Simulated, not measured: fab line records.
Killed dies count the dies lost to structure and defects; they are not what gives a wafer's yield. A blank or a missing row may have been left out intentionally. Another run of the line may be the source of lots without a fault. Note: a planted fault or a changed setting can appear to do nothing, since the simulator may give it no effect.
Comparing a struck lot with a sound one | flow nand-harc | 13 steps out of a route of 1302
Sound: the wafers L256.3, L256.4, L256.6. Struck: wafer L267.4 (L267.1, L267.2, from the same lot, were not struck and are left out); the cause is given at the end.
Per side, at each step with rows, come the tool, then ch with its chambers, and then its first start. Under that, the readings that differ: sound wafers | struck wafers | difference of the means | sigmas: that difference in standard deviations of wafers without a fault.
alike: words and numbers the same on both sides, and readings whose means are apart by under 2 such deviations; not compared: readings that were withheld, readings missing a value for some wafer, numbers with overlapping values and no deviation given by the record, and bounds like >300 which may hide the same value.
A row with sigmas, a row that says differs or no value, or rows on one side alone: a step with any of these is where the two part. Non-overlapping numbers with no deviation appear without sigmas and do not part them. A reading missing from all wafers of one side parts the sides only when that side holds two or more wafers.

first, 8 steps without rows for these wafers: NHARC_A_STAIRCASE_HMDS_02 (time 30 s); NHARC_A_STAIRCASE_COAT_03; NHARC_A_STAIRCASE_SOFTBAKE_04 (time 170 s); NHARC_A_STAIRCASE_EBR_05; NHARC_A_STAIRCASE_EXPOSE_06 (exposes mask STAIR); NHARC_A_STAIRCASE_PEB_07 (peb time 130 s); NHARC_A_STAIRCASE_DEVELOP_08 (time 140 s); NHARC_A_STAIRCASE_HARDBAKE_10 (time 140 s).
NHARC_A_STAIRCASE_DESCUM_11: chemistry O2, time 3 s.
  sound on rie-diel-13 ch 0,1,2, day 19 00:57; struck on rie-diel-11 ch 3, day 23 21:27
  reading                         | sound             | struck | difference | sigmas
  oes-product-au (a.u.)           | 0.998 0.997 1.016 | 0.981  | -0.023     | -2
  showerhead-plenum-p-Torr (Torr) | 1.94 1.90 1.94    | 1.78   | -0.15      | -2
  alike: drypump-motor-current-A, rf-vpp-V, throttle-valve-pct
  not compared: rf-hours-counter-h
NHARC_A_STAIRCASE_TRIM_12: chemistry O2, time 211.2 s.
  sound on rie-diel-13 ch 0,2,3, day 19 01:04; struck on rie-diel-11 ch 0, day 23 21:31
  alike: drypump-motor-current-A, oes-product-au, rf-vpp-V, run-length-s, showerhead-plenum-p-Torr, throttle-valve-pct
  not compared: rf-hours-counter-h
NHARC_A_STAIRCASE_ETCH_13: etches the open film in C4F8/O2, target depth 100 nm, time 40.5 s.
  sound on rie-diel-13 ch 1,2,3; struck on rie-diel-11 ch 0
  alike: oes-product-au, rf-vpp-V
  not compared: rf-hours-counter-h
NHARC_A_STAIRCASE_TRIM_14: chemistry O2, time 211.2 s.
  sound on rie-diel-13 ch 0,1,3, day 19 01:18; struck on rie-diel-11 ch 0, day 23 21:45
  reading          | sound             | struck | difference | sigmas
  run-length-s (s) | 233.2 232.1 232.9 | 300.0  | +67.3      | +99 or more
  alike: drypump-motor-current-A, oes-product-au, rf-vpp-V, showerhead-plenum-p-Torr, throttle-valve-pct
  not compared: rf-hours-counter-h
NHARC_A_STAIRCASE_ETCH_15: etches the open film in C4F8/O2, target depth 100 nm, time 40.5 s.
  sound on rie-diel-13 ch 0,1,3; struck on rie-diel-11 ch 0
  alike: oes-product-au, rf-vpp-V
  not compared: rf-hours-counter-h

## WHERE THEY PART
Last at NHARC_A_STAIRCASE_TRIM_14 as far as this record goes, first at NHARC_A_STAIRCASE_DESCUM_11. Later steps at which nothing parts them and some readings are alike: NHARC_A_STAIRCASE_ETCH_15.

WHY: the cause the simulator had injected
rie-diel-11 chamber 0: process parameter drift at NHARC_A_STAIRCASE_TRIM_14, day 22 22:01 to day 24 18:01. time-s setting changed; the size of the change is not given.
